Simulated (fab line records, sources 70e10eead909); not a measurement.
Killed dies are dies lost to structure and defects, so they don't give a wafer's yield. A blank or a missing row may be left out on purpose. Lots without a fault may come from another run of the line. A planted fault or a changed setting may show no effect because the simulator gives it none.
Which tool did it? | flow nand_harc | 16 lots, 48 wafers sampled, at 8 steps of a route of 1302

WHAT THE GAUGES READ, wafer by wafer
NHARC_A_CHANNEL_HOLE_D1_CD_MEAS_30.
lot  | measured     | on        | cd_nm (nm)
L239 | day 8 23:34  | cd_sem-01 | 90.1 89.6 88.8
L238 | day 9 11:21  | cd_sem-03 | 91.1 90.0 90.8
L240 | day 9 23:31  | cd_sem-03 | 90.7 89.8 90.7
L241 | day 9 23:58  | cd_sem-03 | 89.9 88.9 89.1
L245 | day 12 03:23 | cd_sem-03 | 91.6 88.4 90.6
L246 | day 12 06:31 | cd_sem-01 | 90.0 91.8 92.3
L247 | day 12 16:21 | cd_sem-02 | 90.5 89.6 90.3
L248 | day 13 04:25 | cd_sem-03 | 88.4 88.7 88.9
L250 | day 13 19:11 | cd_sem-02 | 89.6 91.5 90.7
L252 | day 14 21:02 | cd_sem-01 | 90.6 89.7 89.7
L255 | day 16 02:54 | cd_sem-01 | 89.9 90.6 89.4
L257 | day 16 23:53 | cd_sem-01 | 89.6 89.4 89.6
L258 | day 17 07:32 | cd_sem-02 | 90.0 90.7 90.6
L259 | day 17 15:54 | cd_sem-03 | 90.1 89.2 90.4
L260 | day 17 21:04 | cd_sem-02 | 90.2 91.0 88.5
L261 | day 18 16:10 | cd_sem-02 | 88.1 88.9 90.1

NHARC_A_CHANNEL_HOLE_D2_CD_MEAS_10: target cd 100 nm.
lot  | measured     | on        | cd_nm (nm)
L239 | day 12 23:05 | cd_sem-02 | 100.0 99.9 100.2
L238 | day 13 23:50 | cd_sem-03 | 99.6 100.1 99.9
L240 | day 14 06:51 | cd_sem-03 | 99.7 100.4 99.9
L241 | day 14 06:25 | cd_sem-03 | 100.2 99.7 100.2
L245 | day 16 13:02 | cd_sem-03 | 117.0 116.1 116.3
L246 | day 16 12:51 | cd_sem-01 | 100.5 100.1 100.3
L247 | day 17 04:17 | cd_sem-03 | 113.8 114.3 113.5
L248 | day 17 13:46 | cd_sem-01 | 112.2 112.9 113.6
L250 | day 18 03:23 | cd_sem-03 | 113.1 113.0 112.7
L252 | day 19 06:32 | cd_sem-03 | 99.7 99.9 99.9
L255 | day 20 13:26 | cd_sem-01 | 99.8 99.9 100.6
L257 | day 21 08:19 | cd_sem-03 | 99.8 99.4 100.7
L258 | day 21 15:25 | cd_sem-03 | 99.6 100.2 99.9
L259 | day 21 22:59 | cd_sem-03 | 99.5 100.0 100.7
L260 | day 22 08:46 | cd_sem-02 | 100.1 100.1 100.5
L261 | day 22 22:04 | cd_sem-03 | 99.3 100.6 100.3

NHARC_A_CHANNEL_HOLE_D2_CD_MEAS_31.
lot  | measured     | on        | cd_nm (nm)
L239 | day 13 05:59 | cd_sem-03 | 88.3 88.8 89.0
L238 | day 14 06:42 | cd_sem-01 | 87.7 89.9 89.1
L240 | day 14 14:23 | cd_sem-02 | 91.4 89.6 90.3
L241 | day 14 13:17 | cd_sem-03 | 89.5 89.9 89.3
L245 | day 16 19:56 | cd_sem-01 | 106.1 105.6 105.4
L246 | day 16 19:44 | cd_sem-01 | 91.0 90.2 91.0
L247 | day 17 11:53 | cd_sem-02 | 103.2 103.6 103.7
L248 | day 17 23:53 | cd_sem-01 | 99.9 102.0 101.7
L250 | day 18 12:01 | cd_sem-01 | 102.7 102.6 101.9
L252 | day 19 13:23 | cd_sem-03 | 89.4 89.7 90.4
L255 | day 20 20:20 | cd_sem-03 | 88.4 89.5 89.9
L257 | day 21 15:12 | cd_sem-01 | 88.6 88.7 90.5
L258 | day 21 22:18 | cd_sem-03 | 89.9 88.8 89.5
L259 | day 22 06:41 | cd_sem-01 | 90.5 90.6 89.5
L260 | day 22 15:39 | cd_sem-02 | 88.7 89.4 88.9
L261 | day 23 05:07 | cd_sem-03 | 90.2 91.4 91.1

NHARC_END_WLT_00.
lot  | measured     | on        | VT_DECK1_BOTTOM   | VT_DECK1_BOTTOM_INNER | VT_DECK1_MEDIAN_NEAR_BOTTOM | VT_DECK1_MEDIAN_NEAR_BOTTOM_INNER | VT_DECK1_MIDDLE   | VT_DECK1_MIDDLE_INNER | VT_DECK1_TOP      | VT_DECK1_TOP_INNER | VT_DECK2_BOTTOM   | VT_DECK2_BOTTOM_INNER | VT_DECK2_MEDIAN_NEAR_BOTTOM | VT_DECK2_MEDIAN_NEAR_BOTTOM_INNER | VT_DECK2_MIDDLE   | VT_DECK2_MIDDLE_INNER | VT_DECK2_TOP      | VT_DECK2_TOP_INNER
L239 | day 24 02:19 | prober-01 | 0.871 0.864 0.864 | 0.868 0.873 0.856     | 0.872 0.862 0.862           | 0.872 0.864 0.867                 | 0.883 0.890 0.882 | 0.882 0.878 0.877     | 0.898 0.889 0.892 | 0.892 0.894 0.889  | 0.861 0.863 0.862 | 0.857 0.859 0.858     | 0.862 0.858 0.862           | 0.867 0.864 0.865                 | 0.871 0.869 0.875 | 0.871 0.883 0.872     | 0.891 0.892 0.893 | 0.886 0.887 0.896
L238 | day 24 20:39 | prober-02 | 0.874 0.868 0.875 | 0.872 0.873 0.871     | 0.872 0.865 0.880           | 0.871 0.873 0.864                 | 0.889 0.870 0.886 | 0.879 0.870 0.890     | 0.890 0.897 0.892 | 0.905 0.890 0.896  | 0.865 0.880 0.870 | 0.865 0.873 0.864     | 0.863 0.867 0.868           | 0.872 0.878 0.876                 | 0.880 0.893 0.881 | 0.887 0.886 0.887     | 0.900 0.890 0.907 | 0.888 0.899 0.896
L240 | day 25 23:10 | prober-01 | 0.862 0.866 0.865 | 0.869 0.854 0.873     | 0.870 0.860 0.867           | 0.862 0.865 0.860                 | 0.881 0.874 0.881 | 0.874 0.878 0.877     | 0.898 0.883 0.880 | 0.890 0.888 0.896  | 0.871 0.877 0.866 | 0.869 0.865 0.867     | 0.866 0.869 0.876           | 0.866 0.872 0.871                 | 0.885 0.884 0.887 | 0.873 0.892 0.876     | 0.888 0.897 0.897 | 0.894 0.898 0.893
L241 | day 25 05:06 | prober-01 | 0.875 0.870 0.873 | 0.874 0.871 0.863     | 0.874 0.876 0.866           | 0.879 0.878 0.884                 | 0.884 0.886 0.881 | 0.888 0.884 0.890     | 0.898 0.896 0.892 | 0.899 0.899 0.902  | 0.865 0.867 0.871 | 0.875 0.883 0.866     | 0.876 0.866 0.866           | 0.871 0.870 0.870                 | 0.890 0.884 0.889 | 0.887 0.880 0.878     | 0.893 0.896 0.895 | 0.896 0.898 0.891
L245 | day 27 20:10 | prober-02 | 0.878 0.885 0.879 | 0.886 0.869 0.880     | 0.878 0.887 0.876           | 0.888 0.884 0.880                 | 0.899 0.883 0.894 | 0.894 0.884 0.890     | 0.900 0.907 0.903 | 0.900 0.905 0.909  | 0.913 0.924 0.918 | 0.922 0.923 0.924     | 0.923 0.918 0.922           | 0.921 0.916 0.923                 | 0.928 0.934 0.924 | 0.935 0.930 0.929     | 0.947 0.942 0.941 | 0.935 0.941 0.946
L246 | day 27 15:49 | prober-01 | 0.865 0.867 0.869 | 0.866 0.866 0.874     | 0.868 0.873 0.875           | 0.867 0.874 0.875                 | 0.882 0.881 0.889 | 0.881 0.886 0.881     | 0.889 0.892 0.894 | 0.893 0.896 0.888  | 0.879 0.881 0.874 | 0.878 0.870 0.875     | 0.882 0.880 0.880           | 0.877 0.871 0.873                 | 0.890 0.892 0.892 | 0.892 0.886 0.894     | 0.906 0.902 0.899 | 0.902 0.890 0.904
L247 | day 28 06:05 | prober-01 | 0.879 0.872 0.874 | 0.872 0.875 0.881     | 0.876 0.871 0.879           | 0.879 0.866 0.871                 | 0.889 0.893 0.896 | 0.893 0.884 0.895     | 0.902 0.895 0.897 | 0.903 0.895 0.906  | 0.898 0.902 0.894 | 0.895 0.897 0.900     | 0.896 0.893 0.891           | 0.895 0.898 0.897                 | 0.901 0.906 0.894 | 0.913 0.902 0.898     | 0.914 0.915 0.910 | 0.909 0.907 0.912
L248 | day 29 08:02 | prober-01 | 0.867 0.875 0.886 | 0.873 0.871 0.868     | 0.865 0.875 0.878           | 0.872 0.873 0.880                 | 0.891 0.888 0.889 | 0.890 0.890 0.892     | 0.911 0.910 0.902 | 0.911 0.904 0.902  | 0.882 0.899 0.892 | 0.903 0.900 0.905     | 0.893 0.891 0.897           | 0.894 0.899 0.896                 | 0.905 0.910 0.910 | 0.902 0.913 0.913     | 0.920 0.918 0.917 | 0.912 0.924 0.920
L250 | day 29 07:34 | prober-02 | 0.874 0.884 0.880 | 0.869 0.879 0.885     | 0.867 0.881 0.877           | 0.882 0.878 0.880                 | 0.893 0.893 0.886 | 0.889 0.889 0.888     | 0.898 0.899 0.901 | 0.906 0.900 0.900  | 0.906 0.909 0.903 | 0.898 0.912 0.904     | 0.911 0.905 0.907           | 0.906 0.910 0.894                 | 0.905 0.914 0.908 | 0.908 0.923 0.912     | 0.922 0.920 0.913 | 0.929 0.928 0.931
L252 | day 29 23:19 | prober-01 | 0.874 0.875 0.877 | 0.874 0.868 0.866     | 0.869 0.868 0.874           | 0.863 0.868 0.864                 | 0.878 0.886 0.872 | 0.882 0.875 0.885     | 0.899 0.886 0.896 | 0.897 0.888 0.890  | 0.865 0.865 0.864 | 0.866 0.866 0.863     | 0.863 0.872 0.864           | 0.863 0.867 0.874                 | 0.879 0.887 0.879 | 0.885 0.885 0.881     | 0.888 0.890 0.892 | 0.891 0.894 0.890
L255 | day 31 15:25 | prober-02 | 0.872 0.881 0.880 | 0.879 0.878 0.879     | 0.874 0.880 0.870           | 0.878 0.868 0.878                 | 0.884 0.884 0.889 | 0.884 0.884 0.888     | 0.903 0.906 0.902 | 0.901 0.901 0.906  | 0.865 0.861 0.870 | 0.865 0.857 0.867     | 0.858 0.865 0.865           | 0.860 0.861 0.865                 | 0.872 0.868 0.872 | 0.875 0.872 0.866     | 0.893 0.893 0.888 | 0.887 0.895 0.884
L257 | day 32 14:47 | prober-01 | 0.866 0.870 0.865 | 0.874 0.868 0.877     | 0.872 0.870 0.864           | 0.872 0.874 0.872                 | 0.887 0.887 0.881 | 0.888 0.885 0.880     | 0.901 0.890 0.892 | 0.904 0.893 0.894  | 0.872 0.869 0.869 | 0.869 0.870 0.876     | 0.863 0.870 0.873           | 0.871 0.873 0.874                 | 0.879 0.882 0.889 | 0.887 0.882 0.888     | 0.898 0.900 0.893 | 0.897 0.892 0.890
L258 | day 33 00:59 | prober-01 | 0.863 0.866 0.869 | 0.862 0.867 0.866     | 0.861 0.863 0.867           | 0.860 0.865 0.871                 | 0.873 0.878 0.874 | 0.873 0.877 0.874     | 0.887 0.880 0.889 | 0.895 0.888 0.888  | 0.854 0.857 0.866 | 0.862 0.858 0.856     | 0.871 0.867 0.856           | 0.868 0.855 0.859                 | 0.876 0.873 0.883 | 0.879 0.867 0.870     | 0.886 0.879 0.884 | 0.887 0.884 0.887
L259 | day 33 01:00 | prober-02 | 0.873 0.868 0.877 | 0.877 0.873 0.872     | 0.881 0.873 0.879           | 0.873 0.879 0.879                 | 0.880 0.883 0.884 | 0.890 0.887 0.886     | 0.900 0.894 0.902 | 0.902 0.893 0.902  | 0.880 0.872 0.877 | 0.884 0.888 0.877     | 0.880 0.877 0.883           | 0.876 0.877 0.879                 | 0.889 0.892 0.892 | 0.887 0.889 0.886     | 0.906 0.902 0.907 | 0.903 0.895 0.913
L260 | day 33 08:13 | prober-02 | 0.869 0.864 0.855 | 0.871 0.872 0.862     | 0.865 0.876 0.861           | 0.868 0.871 0.859                 | 0.878 0.878 0.880 | 0.875 0.875 0.872     | 0.887 0.888 0.892 | 0.887 0.892 0.884  | 0.864 0.859 0.862 | 0.851 0.858 0.856     | 0.852 0.873 0.852           | 0.856 0.864 0.851                 | 0.877 0.867 0.874 | 0.867 0.873 0.876     | 0.876 0.887 0.890 | 0.891 0.882 0.887
L261 | day 33 23:07 | prober-01 | 0.875 0.864 0.878 | 0.869 0.876 0.873     | 0.876 0.877 0.871           | 0.872 0.876 0.886                 | 0.890 0.892 0.885 | 0.886 0.891 0.895     | 0.906 0.907 0.906 | 0.906 0.909 0.902  | 0.877 0.875 0.878 | 0.873 0.884 0.872     | 0.871 0.875 0.875           | 0.872 0.871 0.875                 | 0.884 0.894 0.884 | 0.882 0.882 0.879     | 0.887 0.895 0.890 | 0.892 0.904 0.887

WHICH TOOL RAN EACH LOT (tool, then ch and the chambers of the sampled wafers, then the start)
lot  | NHARC_A_DECK1_JOINT_CMP_02    | NHARC_A_CHANNEL_HOLE_D2_DEP_00 | NHARC_A_CHANNEL_HOLE_D2_EXPOSE_07  | NHARC_A_CHANNEL_HOLE_D2_XSEM_32
L239 | cmp-02 ch 1,2,3, day 12 05:26 | acl_dep-03 ch 0, day 12 21:03  | arfi_scanner-01 ch 0, day 12 22:58 | xsem-02 ch 0, day 13 06:05
L238 | cmp-03 ch 0,1,3, day 13 00:46 | acl_dep-01 ch 0, day 13 21:56  | arfi_scanner-01 ch 0, day 13 23:41 | xsem-01 ch 0, day 14 06:47
L240 | cmp-01 ch 0,1,2, day 13 10:08 | acl_dep-02 ch 0, day 14 04:13  | arfi_scanner-03 ch 0, day 14 06:43 | xsem-01 ch 0, day 14 14:28
L241 | cmp-03 ch 1,2, day 13 10:08   | acl_dep-01 ch 0, day 14 03:53  | arfi_scanner-01 ch 0, day 14 06:17 | xsem-02 ch 0, day 14 13:22
L245 | cmp-01 ch 0,3, day 15 18:06   | acl_dep-02 ch 0, day 16 10:42  | arfi_scanner-02 ch 0, day 16 12:54 | xsem-02 ch 0, day 16 20:02
L246 | cmp-02 ch 0,1,3, day 15 18:07 | acl_dep-03 ch 0, day 16 10:13  | arfi_scanner-03 ch 0, day 16 12:43 | xsem-02 ch 0, day 16 19:50
L247 | cmp-01 ch 2,3, day 16 11:58   | acl_dep-03 ch 0, day 17 02:23  | arfi_scanner-02 ch 0, day 17 04:09 | xsem-02 ch 0, day 17 11:58
L248 | cmp-03 ch 1,2, day 16 19:06   | acl_dep-03 ch 0, day 17 11:51  | arfi_scanner-02 ch 0, day 17 13:38 | xsem-01 ch 0, day 17 23:58
L250 | cmp-02 ch 2,3, day 17 07:07   | acl_dep-03 ch 0, day 18 01:19  | arfi_scanner-02 ch 0, day 18 03:15 | xsem-01 ch 0, day 18 12:06
L252 | cmp-02 ch 1,2,3, day 18 11:23 | acl_dep-03 ch 0, day 19 04:38  | arfi_scanner-03 ch 0, day 19 06:23 | xsem-02 ch 0, day 19 13:29
L255 | cmp-03 ch 0,1,2, day 19 16:32 | acl_dep-02 ch 0, day 20 11:24  | arfi_scanner-01 ch 0, day 20 13:17 | xsem-01 ch 0, day 20 20:25
L257 | cmp-02 ch 1,2, day 20 10:35   | acl_dep-01 ch 0, day 21 05:39  | arfi_scanner-01 ch 0, day 21 08:10 | xsem-02 ch 0, day 21 15:17
L258 | cmp-01 ch 1,3, day 20 18:30   | acl_dep-02 ch 0, day 21 13:12  | arfi_scanner-01 ch 0, day 21 15:17 | xsem-01 ch 0, day 21 22:23
L259 | cmp-03 ch 1,2,3, day 21 00:04 | acl_dep-02 ch 0, day 21 20:40  | arfi_scanner-03 ch 0, day 21 22:51 | xsem-01 ch 0, day 22 06:47
L260 | cmp-03 ch 0,2,3, day 21 16:05 | acl_dep-03 ch 0, day 22 05:52  | arfi_scanner-03 ch 0, day 22 08:38 | xsem-02 ch 0, day 22 15:44
L261 | cmp-02 ch 0,1, day 22 04:35   | acl_dep-03 ch 0, day 22 19:32  | arfi_scanner-03 ch 0, day 22 21:55 | xsem-02 ch 0, day 23 05:12
- NHARC_A_DECK1_JOINT_CMP_02: polishes SiOx.
- NHARC_A_CHANNEL_HOLE_D2_DEP_00: deposits aC, target thk 3100 nm.
- NHARC_A_CHANNEL_HOLE_D2_EXPOSE_07: exposes mask HOLE D2, target cd 100 nm.
- NHARC_A_CHANNEL_HOLE_D2_XSEM_32

WHAT THE TOOLS THEMSELVES READ (means of the sampled wafers that have a number; where no wafer has one, the mark that the record gives instead)
NHARC_A_DECK1_JOINT_CMP_02.
lot  | tool   | motor_current_A (A) | slurry_filter_dp_kPa (kPa)
L239 | cmp-02 | 12.2                | 13.57
L238 | cmp-03 | 11.3                | 13.45
L240 | cmp-01 | 12.3                | 13.56
L241 | cmp-03 | 11.9                | 13.56
L245 | cmp-01 | 12.3                | 13.41
L246 | cmp-02 | 11.3                | 13.45
L247 | cmp-01 | 13.4                | 13.45
L248 | cmp-03 | 11.4                | 13.49
L250 | cmp-02 | 12.6                | 13.44
L252 | cmp-02 | 12.2                | 13.67
L255 | cmp-03 | 11.5                | 13.52
L257 | cmp-02 | 12.4                | 13.71
L258 | cmp-01 | 13.8                | 13.42
L259 | cmp-03 | 11.4                | 13.49
L260 | cmp-03 | 11.9                | 13.63
L261 | cmp-02 | 10.7                | 13.49

NHARC_A_CHANNEL_HOLE_D2_DEP_00.
lot  | tool       | throttle_valve_pct (%)
L239 | acl_dep-03 | 35.011
L238 | acl_dep-01 | 34.996
L240 | acl_dep-02 | 35.014
L241 | acl_dep-01 | 35.000
L245 | acl_dep-02 | 35.001
L246 | acl_dep-03 | 35.003
L247 | acl_dep-03 | 34.999
L248 | acl_dep-03 | 34.992
L250 | acl_dep-03 | 35.005
L252 | acl_dep-03 | 34.996
L255 | acl_dep-02 | 35.004
L257 | acl_dep-01 | 34.992
L258 | acl_dep-02 | 34.997
L259 | acl_dep-02 | 35.003
L260 | acl_dep-03 | 35.001
L261 | acl_dep-03 | 35.002

NHARC_A_CHANNEL_HOLE_D2_EXPOSE_07.
lot  | tool            | exposure_dose_mJ_cm2
L239 | arfi_scanner-01 | 59.61
L238 | arfi_scanner-01 | 59.68
L240 | arfi_scanner-03 | 59.62
L241 | arfi_scanner-01 | 59.63
L245 | arfi_scanner-02 | 84.32
L246 | arfi_scanner-03 | 59.55
L247 | arfi_scanner-02 | 79.33
L248 | arfi_scanner-02 | 78.24
L250 | arfi_scanner-02 | 78.33
L252 | arfi_scanner-03 | 59.63
L255 | arfi_scanner-01 | 59.75
L257 | arfi_scanner-01 | 59.63
L258 | arfi_scanner-01 | 59.59
L259 | arfi_scanner-03 | 59.55
L260 | arfi_scanner-03 | 59.56
L261 | arfi_scanner-03 | 59.47

NHARC_A_CHANNEL_HOLE_D2_XSEM_32.
lot  | tool    | bot_cd_nm (nm) | bow_nm (nm) | tilt_deg (degrees)
L239 | xsem-02 | 73.4           | 8.43        | 0.05
L238 | xsem-01 | 73.0           | 8.37        | 0.12
L240 | xsem-01 | 74.2           | 8.58        | -0.01
L241 | xsem-02 | 73.8           | 8.51        | 0.09
L245 | xsem-02 | 90.2           | 8.53        | 0.14
L246 | xsem-02 | 74.3           | 8.82        | 0.12
L247 | xsem-02 | 87.5           | 8.78        | 0.04
L248 | xsem-01 | 85.1           | 8.27        | 0.08
L250 | xsem-01 | 86.7           | 8.38        | 0.01
L252 | xsem-02 | 74.9           | 9.02        | 0.18
L255 | xsem-01 | 74.3           | 8.88        | 0.06
L257 | xsem-02 | 74.3           | 8.39        | 0.07
L258 | xsem-01 | 73.7           | 8.49        | -0.01
L259 | xsem-01 | 75.0           | 8.40        | 0.10
L260 | xsem-02 | 73.2           | 8.60        | 0.03
L261 | xsem-02 | 75.9           | 8.75        | 0.13

THE ANSWER, worked out from the rows above alone
Rule: what is usual is taken from the lots themselves. Put in order of their means at a reading, lots are off if they are a third of the lots or fewer, leave a main group of 4 or more, and stand apart from it by a gap of 3 or more times the standard deviation of the main group's means; of several such gaps the widest counts. A main group whose means are all the same, to the digits that the tables above print for the reading, isn't used. A lot without any number at a reading at which 4 lots or more have one is off too. The other lots that the step has rows for count as sound. The gauges are gone through in route order, then the tools' own readings, and for those a lot's mean is taken as printed above. The first step at which some lot is off is used, and at that step the reading that is off furthest; a lot without a number counts as furthest.
Off: L245, L247, L248, L250, at NHARC_A_CHANNEL_HOLE_D2_CD_MEAS_10 (cd_nm). The main group: mean 100.0 nm, standard deviation 0.13.
A tool fits if, at a process step before that reading, it ran every lot that is off, and no sound lot after the first of them. The gauges at NHARC_A_CHANNEL_HOLE_D2_CD_MEAS_10 aren't tried: what is off there is off at NHARC_END_WLT_00 too, on other tools, and a gauge's error can't cause that. One fits: arfi_scanner-02 at NHARC_A_CHANNEL_HOLE_D2_EXPOSE_07. It ran no sound lot before its first lot that is off in this sample, so the start can't be narrowed down.
The tool's own readings at NHARC_A_CHANNEL_HOLE_D2_EXPOSE_07 bear it out: on the lots that are off they differ by more than 5 times the standard deviation of the sound lots' means. exposure_dose_mJ_cm2 reads 80.05 there against 59.61 on the sound lots.

WHAT THE SIMULATOR HAD PUT IN
Process parameter drift: arfi_scanner-02, from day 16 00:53 on, at NHARC_A_CHANNEL_HOLE_D2_EXPOSE_07. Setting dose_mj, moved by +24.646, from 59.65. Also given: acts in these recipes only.
Lots struck among those shown: L245, L247, L248, L250. The rule above found the same.
